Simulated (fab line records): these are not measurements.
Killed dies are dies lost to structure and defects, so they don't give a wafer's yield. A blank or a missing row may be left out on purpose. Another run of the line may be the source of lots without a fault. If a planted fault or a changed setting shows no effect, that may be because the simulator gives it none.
A struck lot beside a sound one + flow nandHarc + 32 steps out of a route of 1302
Sound: these wafers, L657.1, L657.4, L657.6. The struck wafers were L664.1, L664.4, L664.5. The cause is given at the end.
Per side, at each step with rows, come the tool, then ch with its chambers, and then its first start. Under that, the readings that differ: sound wafers + struck wafers + difference of the means + sigmas: that difference in standard deviations of wafers without a fault.
alike: words and numbers the same on both sides, and readings whose means are apart by under 2 such deviations; not compared: readings that were withheld, readings missing a value for some wafer, numbers with overlapping values and no deviation given by the record, and bounds like >300 which may hide the same value.
The two part at a step that has a row with sigmas, a row that says differs or no value, or rows on one side only. Non-overlapping numbers with no deviation appear without sigmas and do not part them. A reading missing from all wafers of one side parts the sides only when that side holds two or more wafers.

first, 5 steps without rows for these wafers: NHARC_A_ONON_D2_DEP_19 (target thk 1000 nm); NHARC_A_ONON_D2_DEP_22 (target thk 1000 nm); NHARC_A_ONON_D2_DEP_25 (target thk 1000 nm); NHARC_A_ONON_D2_DEP_28 (target thk 1000 nm); NHARC_A_ONON_D2_DEP_33 (deposits SiO2, target thk 200 nm).
NHARC_A_CHANNEL_HOLE_D2_DEP_00: deposits aC, target thk 3100 nm.
  sound on aclDep-03 ch 0, day 14 04:21; struck on aclDep-02 ch 0, day 16 16:17
  alike: throttleValvePct
then, 25 steps without rows for these wafers: NHARC_A_CHANNEL_HOLE_D2_DEP_01 (deposits SiON, target thk 140 nm); NHARC_A_CHANNEL_HOLE_D2_DEHYDRATE_02 (time 120 s); NHARC_A_CHANNEL_HOLE_D2_HMDS_03 (time 30 s); NHARC_A_CHANNEL_HOLE_D2_COAT_36 (time 75 s); NHARC_A_CHANNEL_HOLE_D2_COAT_37 (time 65 s); NHARC_A_CHANNEL_HOLE_D2_COAT_04 (resist thk 90 nm); NHARC_A_CHANNEL_HOLE_D2_SOFTBAKE_05 (time 55 s); NHARC_A_CHANNEL_HOLE_D2_EBR_06; NHARC_A_CHANNEL_HOLE_D2_EXPOSE_07 (exposes mask HOLE D2, target cd 100 nm); NHARC_A_CHANNEL_HOLE_D2_PEB_08 (peb time 65 s); NHARC_A_CHANNEL_HOLE_D2_DEVELOP_09 (develop time 35 s); NHARC_A_CHANNEL_HOLE_D2_DESCUM_15 (chemistry O2, time 3 s); NHARC_A_CHANNEL_HOLE_D2_ETCH_38 (etches the open film in CF4, target depth 39 nm, time 65 s); NHARC_A_CHANNEL_HOLE_D2_ETCH_39 (etches the open film in N2/H2, target depth 260 nm, time 325 s); NHARC_A_CHANNEL_HOLE_D2_ETCH_34 (etches the open film in CF4/CHF3, target depth 154 nm, time 77 s); NHARC_A_CHANNEL_HOLE_D2_ETCH_16 (etches the open film in O2/COS, target depth 3100 nm, time 806 s); NHARC_A_CHANNEL_HOLE_D2_ETCH_19 (etches the open film in C4F8/O2/Ar, time 34.5 s); NHARC_A_CHANNEL_HOLE_D2_ETCH_20 (etches the open film in C4F8/O2/Ar, time 361.9 s, target depth 1600 nm); NHARC_A_CHANNEL_HOLE_D2_ETCH_21 (etches the open film in C4F8/O2/Ar, time 514.3 s, target depth 1600 nm); NHARC_A_CHANNEL_HOLE_D2_ETCH_22 (etches the open film in C4F8/O2/Ar, time 666.7 s, target depth 1600 nm); NHARC_A_CHANNEL_HOLE_D2_ETCH_23 (etches the open film in C4F8/O2/Ar, time 819 s, target depth 1600 nm); NHARC_A_CHANNEL_HOLE_D2_ETCH_24 (etches the open film in C4F8/O2/Ar, time 906.2 s, target depth 1500 nm); NHARC_A_CHANNEL_HOLE_D2_ETCH_25 (etches the open film in C4F8/O2/Ar, time 1040.2 s, target depth 1500 nm); NHARC_A_CHANNEL_HOLE_D2_ETCH_26 (etches the open film in C4F8/O2/Ar, time 224.1 s, target depth 300 nm); NHARC_A_CHANNEL_HOLE_D2_ETCH_27 (etches the open film in C4F8/O2/Ar, time 90 s, target depth 400 nm).
-- the record jumps here: 11 days lie between the struck wafers' starts before and after (it left off in module A_CHANNEL_HOLE_D2 and takes up again in module END, whose first step shown is number 1302 of the route) --
NHARC_END_SORT_01:
  the record has rows for the struck wafers here (prober-02 ch 0, day 28 03:37) and none for the sound ones

## WHERE THEY PART
Only at NHARC_END_SORT_01, as far as this record shows.

WHY: what had been put in by the simulator
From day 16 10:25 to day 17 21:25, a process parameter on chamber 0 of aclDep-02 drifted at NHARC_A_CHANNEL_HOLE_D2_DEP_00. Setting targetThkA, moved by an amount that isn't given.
